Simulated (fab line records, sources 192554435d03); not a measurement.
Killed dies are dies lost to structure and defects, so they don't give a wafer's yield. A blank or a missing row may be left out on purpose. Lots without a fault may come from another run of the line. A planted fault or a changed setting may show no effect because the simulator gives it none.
One fault seen from 2 desks | flow n5_finfet | each desk has only its own numbers; what lay behind them comes last

THE TOOL OWNER'S DESK: pecvd-01
The tool's own readings at N5_BEOL_M2_ILD_DEP_00 (deposits SiOC from DEMS/O2, target thk 79 nm, time 15.3 s): means of the sampled wafers that have a number, for each lot that ran on this tool. A lot is out of limits, marked OUT, if its mean lies more than 4 standard deviations from the usual mean; the brackets give that distance.
Columns: A = heater_power_w at N5_BEOL_M2_ILD_DEP_00, usual 468 W; B = showerhead_plenum_p_Torr at N5_BEOL_M2_ILD_DEP_00, usual 5.691 Torr; C = throttle_valve_pct at N5_BEOL_M2_ILD_DEP_00, usual 11.9 %
lot  | first seen here | A   | B     | C
L205 | day 7 01:46     | 508 | 5.695 | 11.7
L211 | day 8 20:57     | 516 | 5.695 | 11.9
L212 | day 9 06:07     | 559 | 5.692 | 11.7
L217 | day 10 00:50    | 474 | 5.715 | 11.6
L221 | day 10 18:50    | 542 | 5.690 | 11.8
This desk's finding: nothing out of limits on any of the 5 lots.

THE METROLOGY DESK
What the gauges read, lot by lot, whatever tool the lot ran on: means of the sampled wafers that have a number. A lot is out of limits, marked OUT, if its mean lies more than 4 standard deviations from the usual mean; the brackets give that distance. Of its 11 readings 7 are shown: the one that was out of limits first, and those that lie furthest out on some lot.
Columns: A = M2_ILD_THK at N5_BEOL_M2_THK_MEAS_01, usual 78.6 nm; B = DIBL_P at N5_BEOL_M4_RC_MEAS_101, usual 36 mV/V; C = IOFF_N at N5_BEOL_M4_RC_MEAS_101, usual 0.16 nA/um; D = IOFF_P at N5_BEOL_M4_RC_MEAS_101, usual 0.21 nA/um; E = ION_N at N5_BEOL_M4_RC_MEAS_101, usual 677 uA/um; F = ION_P at N5_BEOL_M4_RC_MEAS_101, usual 464 uA/um; G = VT_P at N5_BEOL_M4_RC_MEAS_101, usual -251 mV
lot  | first seen here | A              | B  | C    | D    | E   | F   | G
L204 | day 6 17:26     | 78.5           | 39 | 0.23 | 0.31 | 702 | 482 | -245
L206 | day 7 01:44     | 79.2           | 38 | 0.19 | 0.30 | 689 | 482 | -241
L205 | day 7 01:49     | 80.0           | 37 | 0.17 | 0.22 | 681 | 471 | -249
L211 | day 8 21:01     | 77.6           | 36 | 0.16 | 0.22 | 675 | 461 | -251
L212 | day 9 06:11     | 78.9           | 38 | 0.16 | 0.24 | 681 | 471 | -249
L217 | day 10 00:53    | 93.7 (+14) OUT | 35 | 0.18 | 0.19 | 653 | 445 | -254
L221 | day 10 18:54    | 92.2 (+12) OUT | 41 | 0.18 | 0.22 | 671 | 450 | -253
L223 | day 12 03:28    | 78.1           | 33 | 0.12 | 0.17 | 664 | 459 | -254
L224 | day 12 06:48    | 78.0           | 38 | 0.19 | 0.23 | 688 | 469 | -251
L225 | day 12 15:16    | 79.4           | 37 | 0.19 | 0.21 | 675 | 457 | -254
This desk's finding: out of limits on L217, L221; first on L217, day 10 00:53 (M2_ILD_THK at N5_BEOL_M2_THK_MEAS_01). In limits: L204, L206, L205, L211, L212, L223, L224, L225.

PUT TOGETHER
The metrology desk could have raised an alarm at day 10 00:53, on L217, L221.
The tool owner's desk saw nothing out of limits.
The tool owner's desk has L217, L221 on record, within its limits.
Of the lots named, all ran N5_BEOL_M2_ILD_DEP_00 on pecvd-01.

WHAT THE SIMULATOR HAD PUT IN
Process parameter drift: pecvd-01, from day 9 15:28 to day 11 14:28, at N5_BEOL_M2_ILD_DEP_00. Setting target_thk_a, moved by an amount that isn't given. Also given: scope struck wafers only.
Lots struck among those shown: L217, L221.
Hours from the fault's start to each desk's first reading out of limits: the metrology desk, 9.
